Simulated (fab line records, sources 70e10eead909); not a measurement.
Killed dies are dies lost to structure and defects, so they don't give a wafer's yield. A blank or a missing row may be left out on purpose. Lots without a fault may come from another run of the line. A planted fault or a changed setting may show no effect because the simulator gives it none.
A struck lot beside a sound one | flow nand_harc | 11 steps out of a route of 1302
Sound: wafers L458.1, L458.2, L458.6. Struck: wafers L463.2, L463.3, L463.6. The cause comes at the end.
At each step with rows: each side's tool, then ch and its chambers, then its first start. Under that, the readings that differ: sound wafers | struck wafers | difference of the means | sigmas: that difference in standard deviations of wafers without a fault.
alike: readings whose means differ by less than 2 such deviations, and words and numbers that are the same on both sides. not compared: withheld readings, readings that some wafer has no value for, bounds like >300 that may hide the same value, and numbers for which the record gives no deviation and whose values overlap.
The two part at a step that has a row with sigmas, a row that says differs or no value, or rows on one side only. Numbers that don't overlap but have no deviation are shown without sigmas and don't part them. A reading that every wafer of one side lacks parts them only if that side has two wafers or more.

first, 1 step without rows for these wafers: NHARC_A_WL_FILL_SRD_14.
NHARC_A_WL_FILL_ALD_19: deposits TiN, target thk 2 nm, pulse time 3 s, ald cycles 100.
  sound on ald_metal-04 ch 0,2, day 25 04:55; struck on ald_metal-01 ch 1,2, day 26 14:40
  alike: heater_power_w, precursor_pulse_height_rel
NHARC_A_WL_FILL_CVD_20: deposits W, target thk 100 nm, time 74 s.
  sound on cvd_w-01 ch 0,1; struck on cvd_w-02 ch 1
  reading            | sound       | struck      | difference | sigmas
  heater_power_w (W) | 695 866 706 | 937 964 958 | +197       | +2
  alike: mfc_ar_sccm, mfc_h2_sccm, throttle_valve_pct
NHARC_A_WL_FILL_CMP_12: polishes, t overpolish 30 s, target thk 100 nm.
  sound on cmp-04 ch 0,1,2, day 25 05:19; struck on cmp-02 ch 0,1, day 26 15:02
  reading              | sound                | struck               | difference | sigmas
  overpolish_run_s (s) | 30.029 30.002 30.019 | 29.994 29.989 30.006 | -0.020     | -2
  alike: motor_current_A, time_to_endpoint_s
then, 1 step without rows for these wafers: NHARC_A_WL_FILL_SRD_31.
NHARC_A_WL_FILL_INSPECT_15:
  sound on defect_inspect-01, day 25 05:48; struck on defect_inspect-01, day 26 15:30
  alike: raw_defect_count
NHARC_A_CONTACT_DEP_24: deposits SiO2, target thk 500 nm.
  sound on pecvd-02 ch 0,1,2, day 25 05:52; struck on pecvd-02 ch 1,2, day 26 15:38
  alike: heater_power_w, rf_fwd_power_W, showerhead_vpp_V, throttle_valve_pct
NHARC_A_CONTACT_DEP_28: deposits aC, target thk 7000 nm.
  sound on acl_dep-01 ch 0, day 25 07:59; struck on acl_dep-01 ch 0, day 26 19:41
  alike: throttle_valve_pct
NHARC_A_CONTACT_DEP_29: deposits SiON, target thk 100 nm.
  sound on pecvd-03 ch 1,2, day 25 12:13; struck on pecvd-03 ch 1,2, day 26 23:16
  reading            | sound             | struck            | difference | sigmas
  rf_fwd_power_W (W) | 347.8 350.2 350.3 | 404.5 403.2 404.8 | +54.7      | +42
  alike: heater_power_w, showerhead_vpp_V
then, 1 step without rows for these wafers: NHARC_A_CONTACT_DEHYDRATE_32 (time 120 s).
-- the record jumps here: 3 days lie between the struck wafers' starts before and after (it left off in module A_CONTACT and takes up again in module END, whose first step shown is number 1302 of the route) --
NHARC_END_SORT_01:
  sound on prober-02 ch 0, day 28 15:19; struck on prober-02 ch 0, day 29 23:06
  reading         | sound | struck | difference | sigmas
  killed_at_other | 3 2 3 | 0 1 1  | -2         | -2
  alike: killed_at_array, killed_at_periphery, killed_dies, killed_open, killed_short

WHERE THEY PART
First at NHARC_A_WL_FILL_CVD_20; last, within this record, at NHARC_END_SORT_01.

WHY: what the simulator had put in
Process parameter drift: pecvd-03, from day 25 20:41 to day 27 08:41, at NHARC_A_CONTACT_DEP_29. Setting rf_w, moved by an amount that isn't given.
